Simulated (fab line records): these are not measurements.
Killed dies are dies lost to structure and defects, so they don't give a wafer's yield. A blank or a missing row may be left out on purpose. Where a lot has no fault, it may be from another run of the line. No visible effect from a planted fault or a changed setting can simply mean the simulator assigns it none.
Chamber matching | flow n5 finfet | N5_STI_FIN_REVEAL_ALD_14 on ald sin-03 has 4 sister chambers
The step deposits Si3N4, target thk 3 nm. 4 wafers are shown with their chamber, then 7 later ones without.

EACH WAFER AND ITS CHAMBER
wafer  | chamber | heater power w (W)
L761.3 | 0       | 906
L764.3 | 1       | 755
L764.4 | 2       | 986
L766.2 | 3       | 770

WAFERS MISSING THEIR CHAMBER
wafer  | heater power w (W)
L766.3 | 915
L766.5 | 959
L767.1 | 746
L767.5 | 991
L768.2 | 744
L768.3 | 975
L768.6 | 989

CHAMBER TAKEN BY EACH
wafer  | from the rows above     | in truth
L766.3 | 0                       | 0
L766.5 | 2                       | 2
L767.1 | can't be placed: 1 or 3 | 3
L767.5 | 2                       | 2
L768.2 | can't be placed: 1 or 3 | 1
L768.3 | 2                       | 2
L768.6 | 2                       | 2
Correctly placed: 5 of 7. From these rows, 2 cannot be placed; in 2 the true chamber is one of the candidates. Wrongly placed: 0.
How it was worked out, from the rows above alone: a wafer's distance from a chamber is the root of the sum, over the readings, of the square of ((its reading less the chamber's mean) divided by the reading's scatter). If the next closest chamber is less than 2 further off than the closest, the wafer can't be placed; otherwise it belongs to the closest. For every chamber, the mean is computed from those of its wafers that are shown. The scatter: root of mean squared gap, hidden wafer to nearest shown wafer, with one shown wafer a chamber.
